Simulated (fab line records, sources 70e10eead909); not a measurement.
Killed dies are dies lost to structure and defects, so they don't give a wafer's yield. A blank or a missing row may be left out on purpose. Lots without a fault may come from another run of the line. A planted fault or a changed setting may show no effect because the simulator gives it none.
fab line records | flow nand_harc
record lots=14 wafers=42 last_day=33
route steps=1302 shown A_WL_FILL@966
lots that met no fault: from a run of the same line without faults
start_h: hours from the record's first day to the start of the lot's first wafer shown | wait_h: hours since the lot's step before | " the same as in the row above | L1.1+2: a row that stands for several wafers | - no value, or no start given | * or withheld: withheld | < > ~ a bound
route shown NAME@n: a module of which the file shows steps, and the number in the route of the first | usual: mean/standard deviation of fault-free wafers | same: alike in all rows | chamber/n: place in a boat | sites: the reading at each site | _std_site: their standard deviation | _edge_site: outer sites' mean less inner sites' | radius_mm: how far each site lies from the wafer's centre | mask NAME#n: copy n | behind: the tool/chamber that last shaped the wafer | hold: why the lot was held/for how many hours/how that ended | device: the transistor (n, p or np) that didn't switch | end of line: the same wafers' tests at the end of the route | a step without rows: its recipe alone | killed: dies lost to structure and defects at the first sort, not the wafer's yield | map: a wafer's dies, x killed, . not, _ none there
set.NAME: the setting as run; set.NAME@STEP: as run at that earlier step | model.NAME: the simulator's own value behind a step, which no gauge read
steps of the route over a sample of lots; a table a step, a row a wafer
services: from which hour (start_h, from the record's first day; less than 0 if before it) a tool's chamber was out of use, for how many hours, and why
## steps
# step NHARC_A_WL_FILL_ETCHBACK_16
# recipe target_depth_a=1200 time_s=24 c4f8_flow_sccm=withheld o2_flow_sccm=8 ar_flow_sccm=withheld rf_w=600 bias_w=800 chemistry=C4F8/O2/Ar
# usual oes_product_au=0.982/0.028 rf_vpp_V=724/4.4 run_length_s=45.2/0.43
# columns lot.wafer tool chamber start_h wait_h oes_product_au rf_hours_counter_h rf_vpp_V run_length_s
L336.2 rie_diel-01 3 477.96 - 0.984 2.0 722 45.4
L336.3 " 1 " " 1.002 1.7 725 45.9
L336.6 " 3 " " 0.986 - 723 45.2
L337.2 rie_diel-11 0 484.14 - 0.976 1.1 716 45.7
L337.6 " 0 " " 0.970 - 718 45.1
L337.5 " 1 " " 0.990 - 719 44.8
L346.2 rie_diel-11 1 581.60 - 1.002 4.0 719 44.8
L346.1 " 2 " " 0.993 4.1 730 45.2
L346.6 " 3 " " 0.994 - 729 45.0
L345.4 rie_diel-11 1 593.25 - 0.930 4.0 721 27.4
L345.1 " 3 " " 0.919 3.9 729 27.7
L345.6 " 1 " " 0.927 - 719 27.8
L347.2 rie_diel-11 3 598.09 - 0.985 4.1 728 28.2
L347.1 " 1 " " 0.987 4.2 719 27.3
L347.6 " 2 " " 0.982 - 730 27.2
L351.4 rie_diel-06 0 618.89 - 0.937 7.8 727 45.4
L351.6 " 1 " " 0.916 - 723 44.8
L351.5 " 2 " " 0.932 - 728 45.4
L349.3 rie_diel-01 1 621.87 - 0.984 - 726 46.2
L349.4 " 0 " " 0.971 - 716 45.3
L349.5 " 1 " " 0.990 - 727 45.9
L350.3 rie_diel-01 1 629.23 - 1.017 1.4 724 46.0
L350.1 " 0 " " 1.010 1.5 718 45.3
L350.4 " 0 " " 1.010 - 717 45.3
L353.4 rie_diel-01 1 662.68 - 1.010 2.0 724 45.8
L353.1 " 2 " " 1.015 1.7 726 44.9
L353.5 " 3 " " 0.993 - 723 45.3
L357.4 rie_diel-06 1 676.05 - 0.983 0.1 723 45.1
L357.2 " 2 " " 0.993 0.1 728 45.5
L357.3 " 3 " " 1.014 0.1 719 45.0
L355.2 rie_diel-11 0 676.92 - 0.971 1.1 716 45.1
L355.4 " 2 " " 0.999 1.4 728 44.9
L355.5 " 3 " " 1.002 - 727 45.2
L356.4 rie_diel-06 2 678.63 - 1.001 1.0 729 45.2
L356.5 " 0 " " 1.000 - 726 44.8
L356.6 " 1 " " 0.992 - 723 44.7
L358.4 rie_diel-06 3 692.55 - 1.012 1.0 721 45.0
L358.6 " 0 " " 0.990 - 726 44.8
L358.5 " 1 " " 0.988 - 723 44.5
L359.4 rie_diel-11 2 708.63 - 1.005 2.5 729 45.3
L359.3 " 3 " " 1.004 2.5 728 45.3
L359.5 " 1 " " 1.002 - 720 44.8
# step NHARC_A_WL_FILL_STRIP_29
# recipe time_s=20 o2_flow_sccm=500 ar_flow_sccm=0 bias_w=0 chemistry=O2
# usual drypump_motor_current_A=5.9/0.42 oes_product_au=1.001/0.012 rf_vpp_V=57.8/0.82 showerhead_plenum_p_Torr=3.53/0.15 throttle_valve_pct=17.035/0.009
# same time_s=20
# columns lot.wafer tool chamber start_h wait_h drypump_motor_current_A oes_product_au rf_hours_counter_h rf_vpp_V showerhead_plenum_p_Torr throttle_valve_pct
L336.3 rie_diel-01 2 478.07 0.1 5.9 1.013 1.8 57.3 3.62 17.020
L336.2 " 3 " " 5.4 0.998 2.0 56.8 3.53 17.035
L336.6 " 3 " " 5.4 0.988 - 56.7 3.53 17.027
L337.2 rie_diel-11 2 484.24 0.1 6.5 0.984 1.2 57.6 3.73 17.032
L337.6 " 0 " " 5.9 0.989 - 57.8 3.32 17.030
L337.5 " 1 " " 6.3 1.009 - 57.2 3.39 17.047
L346.1 rie_diel-11 3 581.67 0.1 5.7 0.990 3.9 58.9 3.70 17.040
L346.2 " 0 " " 5.9 0.988 3.8 58.8 3.32 17.050
L346.6 " 0 " " 5.9 0.997 - 57.7 3.32 17.040
L345.4 rie_diel-11 2 593.34 0.1 6.6 1.003 4.2 58.3 3.73 17.032
L345.1 " 3 " " 5.7 1.001 4.0 59.4 3.70 17.047
L345.6 " 2 " " 6.5 0.998 - 59.2 3.73 17.050
L347.2 rie_diel-11 2 598.18 0.1 6.5 1.001 4.3 58.8 3.73 17.021
L347.1 " 3 " " 5.7 0.990 4.1 58.3 3.70 17.026
L347.6 " 0 " " 5.9 0.992 - 58.1 3.32 17.030
L351.4 rie_diel-06 3 618.97 0.1 6.6 1.009 7.6 57.1 3.46 17.028
L351.6 " 0 " " 5.7 1.011 - 57.3 3.62 17.044
L351.5 " 1 " " 5.1 0.983 - 57.8 3.53 17.034
L349.4 rie_diel-01 1 622.00 0.1 6.1 1.003 - 58.4 3.61 17.049
L349.3 " 0 " " 5.5 1.007 - 56.6 3.31 17.039
L349.5 " 0 " " 5.4 1.012 - 57.2 3.31 17.017
L350.3 rie_diel-01 1 629.34 0.1 6.1 1.014 1.4 58.6 3.61 17.034
L350.1 " 2 " " 5.8 1.020 1.2 58.6 3.62 17.032
L350.4 " 1 " " 6.1 1.010 - 58.9 3.61 17.047
L353.4 rie_diel-01 1 662.76 0.1 6.1 1.002 2.0 58.7 3.61 17.034
L353.1 " 2 " " 5.9 1.005 1.7 57.0 3.62 17.032
L353.5 " 0 " " 5.4 1.004 - 58.5 3.30 17.009
L357.4 rie_diel-06 2 676.15 0.1 5.7 1.001 0.1 57.6 3.68 17.030
L357.2 " 3 " " 6.6 1.022 0.1 57.2 3.46 17.044
L357.3 " 0 " " 5.6 1.008 0.1 57.3 3.62 17.039
L355.4 rie_diel-11 1 677.00 0.1 6.2 1.012 1.3 57.8 3.39 17.048
L355.2 " 2 " " 6.5 1.003 1.4 57.3 3.73 17.037
L355.5 " 2 " " 6.6 1.005 - 58.4 3.73 17.041
L356.4 rie_diel-06 3 678.71 0.1 6.6 1.012 0.7 58.0 3.46 17.037
L356.5 " 1 " " 5.1 0.995 - 58.6 3.53 17.040
L356.6 " 2 " " 5.7 1.008 - 57.4 3.68 17.031
L358.4 rie_diel-06 1 692.63 0.1 5.1 1.001 1.4 58.8 3.53 17.035
L358.5 " 2 " " 5.8 1.011 - 58.3 3.68 17.060
L358.6 " 3 " " 6.6 1.007 - 57.4 3.46 17.022
L359.4 rie_diel-11 3 708.72 0.1 5.6 1.000 2.6 58.6 3.70 17.031
L359.3 " 1 " " 6.2 1.004 2.3 58.3 3.39 17.030
L359.5 " 3 " " 5.7 1.003 - 57.1 3.70 17.053
# step NHARC_A_WL_FILL_CVD_20
# recipe target_thk_a=1000 temp_c=400 pressure_torr=40 wf6_flow_sccm=40 h2_flow_sccm=1600 ar_flow_sccm=1560 time_s=74 material=W
# usual chamber_pressure_Torr=40.01/0.1 heater_power_w=829/91 throttle_valve_pct=7.81/0.18
# same time_s=74
# columns lot.wafer tool chamber start_h wait_h chamber_pressure_Torr heater_power_w throttle_valve_pct
L336.2 cvd_w-02 1 - - 40.11 753 7.73
L336.3 " 0 " " 40.05 905 7.95
L336.6 " 0 " " 40.05 938 7.85
L337.2 cvd_w-02 1 - - 40.20 745 7.86
L337.6 " 1 " " 40.15 754 7.88
L337.5 " 0 " " 40.01 917 7.95
L346.2 cvd_w-02 1 - - 39.98 725 7.91
L346.1 " 0 " " 40.23 942 7.76
L346.6 " 0 " " 40.10 934 7.67
L345.1 cvd_w-02 1 - - 39.91 745 8.13
L345.4 " 1 " " 39.99 745 7.81
L345.6 " 0 " " 39.98 921 7.85
L347.2 cvd_w-01 1 - - 39.95 727 7.83
L347.1 " 0 " " 40.08 944 7.67
L347.6 " 1 " " 39.86 726 8.09
L351.4 cvd_w-02 0 - - 40.07 910 7.72
L351.6 " 0 " " 39.91 904 7.82
L351.5 " 1 " " 40.14 761 8.18
L349.3 cvd_w-02 0 - - 39.99 899 8.09
L349.4 " 1 " " 39.84 753 8.13
L349.5 " 1 " " 39.87 753 8.03
L350.1 cvd_w-01 0 - - 40.03 951 7.96
L350.3 " 0 " " 40.03 953 7.86
L350.4 " 1 " " 40.02 718 7.67
L353.1 cvd_w-01 1 - - 39.90 753 7.91
L353.4 " 1 " " 39.94 753 7.88
L353.5 " 1 " " 40.12 747 8.20
L355.2 cvd_w-01 1 - - 40.00 716 7.77
L355.4 " 1 " " 40.08 734 8.03
L355.5 " 0 " " 40.05 963 7.65
L357.2 cvd_w-02 0 - - 40.02 884 7.59
L357.4 " 0 " " 40.09 902 7.34
L357.3 " 1 " " 40.08 749 7.85
L356.4 cvd_w-02 0 - - 39.85 891 7.52
L356.5 " 1 " " 40.02 754 7.54
L356.6 " 0 " " 39.94 892 7.56
L358.4 cvd_w-02 1 - - 40.18 763 7.69
L358.5 " 1 " " 40.05 758 7.82
L358.6 " 0 " " 39.98 894 7.46
L359.4 cvd_w-02 1 - - 40.09 756 7.61
L359.3 " 0 " " 39.89 890 7.61
L359.5 " 0 " " 39.83 876 7.32
# step NHARC_A_WL_FILL_CMP_12
# recipe t_overpolish_s=30 target_thk_nm=100
# usual motor_current_A=11.7/1.4 overpolish_run_s=30.000/0.009 retaining_ring_pressure_frac=1.000/0.0052 time_to_endpoint_s=20/3
# columns lot.wafer tool chamber start_h wait_h motor_current_A overpolish_run_s retaining_ring_pressure_frac time_to_endpoint_s
L336.2 cmp-04 3 483.98 0.1 11.1 29.993 0.995 18
L336.3 " 0 " " 14.0 29.996 0.994 23
L336.6 " 0 " " 14.5 29.994 1.001 21
L337.2 cmp-02 0 490.24 0.2 10.1 30.007 1.000 20
L337.6 " 2 " " 10.5 29.999 0.991 27
L337.5 " 3 " " 11.2 29.998 0.998 19
L346.2 cmp-04 3 589.09 0.2 11.2 29.997 1.011 15
L346.1 " 0 " " 14.3 29.999 0.990 20
L346.6 " 2 " " 11.3 30.002 0.995 22
L345.4 cmp-02 2 599.35 0.1 10.6 29.991 1.002 25
L345.1 " 3 " " 11.5 29.996 1.003 20
L345.6 " 2 " " 10.6 29.998 1.000 27
L347.1 cmp-04 3 604.12 0.1 10.9 30.001 0.999 18
L347.2 " 0 " " 14.7 30.006 0.999 21
L347.6 " 0 " " 14.0 29.989 0.997 21
L351.4 cmp-04 3 624.75 0.1 11.3 30.015 0.998 16
L351.6 " 3 " " 11.0 29.998 1.004 15
L351.5 " 0 " " 14.4 30.007 1.004 21
L349.4 cmp-04 1 627.91 0.1 13.2 30.001 1.002 16
L349.3 " 3 " " 11.4 29.986 1.002 20
L349.5 " 2 " " 11.3 30.003 0.998 24
L350.1 cmp-01 1 635.24 0.2 13.4 30.006 0.996 21
L350.4 " 2 " " 10.0 29.999 0.999 22
L350.3 " 3 " " 11.2 29.997 1.003 23
L353.1 cmp-01 1 668.74 0.3 12.6 30.000 0.992 20
L353.4 " 0 " " 9.8 30.018 1.003 20
L353.5 " 1 " " 12.9 29.999 0.998 22
L357.4 cmp-04 2 682.13 0.1 11.6 30.007 0.998 24
L357.3 " 3 " " 11.4 30.001 1.005 19
L357.2 " 0 " " 14.3 30.004 0.997 23
L355.4 cmp-01 3 682.18 0.2 11.1 29.983 0.989 22
L355.2 " 0 " " 9.9 29.989 1.004 17
L355.5 " 1 " " 13.9 30.009 1.004 17
L356.4 cmp-02 1 684.73 0.2 12.0 30.013 1.010 22
L356.6 " 2 " " 9.9 29.997 0.998 25
L356.5 " 3 " " 10.9 30.001 0.999 19
L358.4 cmp-01 0 698.59 0.1 10.1 30.013 0.999 16
L358.6 " 3 " " 11.5 30.005 0.998 16
L358.5 " 0 " " 10.3 29.990 0.994 14
L359.4 cmp-01 0 715.74 0.1 10.2 29.995 1.005 18
L359.3 " 2 " " 10.6 29.999 0.999 18
L359.5 " 3 " " 11.2 29.999 1.010 19
## services
# columns tool chamber start_h hours kind
cmp-01 - 455.57 0.7 repair
rie_diel-01 0 470.10 40.5 repair
cmp-01 - 479.74 4.0 pm
rie_diel-06 - 484.42 9.0 pm
rie_diel-01 3 485.95 1.5 repair
cvd_w-02 - 492.72 1.5 repair
cmp-04 - 509.27 4.0 pm
cmp-04 - 526.74 1.0 repair
rie_diel-01 0 539.28 3.0 repair
rie_diel-01 - 557.82 9.0 pm
cvd_w-02 - 593.02 2.1 repair
rie_diel-06 1 600.42 3.5 repair
cmp-04 - 607.27 4.0 pm
rie_diel-01 2 607.39 15.4 repair
rie_diel-11 - 609.50 9.0 pm
cvd_w-02 1 611.35 8.6 repair
rie_diel-01 3 621.53 10.6 repair
cvd_w-02 - 631.24 13.0 pm
rie_diel-06 - 661.42 9.0 pm
cmp-04 - 671.80 0.4 repair
cmp-04 - 672.61 0.5 repair
rie_diel-01 - 676.24 4.4 repair
cmp-04 - 690.35 1.6 repair
cmp-04 - 705.27 4.0 pm
## key
first_sign step=NHARC_A_WL_FILL_ETCHBACK_16 reading=run_length_s direction=down sigmas=41 usual=* struck=*
effect none on later readings
met_at NHARC_A_WL_FILL_ETCHBACK_16
struck_lots L345,L347
later_rows_left_out L345.1,L345.4,L345.6,L347.1,L347.2,L347.6
sort_left_out L345.1,L345.4,L345.6,L347.1,L347.2,L347.6
tester_left_out L345,L347
not_acting_at NHARC_A_WL_FILL_STRIP_29,NHARC_A_WL_FILL_CVD_20,NHARC_A_WL_FILL_CMP_12
onset_between 581.60 593.25
fault kind=process_parameter_drift tool=rie_diel-11 chamber=- onset_h=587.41 steps=NHARC_A_WL_FILL_ETCHBACK_16 channel=time_s offset=* shape=step end_h=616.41 acts_in=* stated=*
# tester_left_out: of these lots the tester's yield and bins aren't shown, on N5 and GAA mostly nor the transistor test; their killed dies are dies lost to structure and defects alone, not to doping, threshold or leakage, so they don't give the yield
# sort_left_out: the simulated sort isn't trusted on such a fault, so these wafers' sort isn't shown, and their yield isn't known
# later_rows_left_out: the simulator's readings of these wafers behind a module that went badly wrong aren't trusted and aren't shown, but for the sort
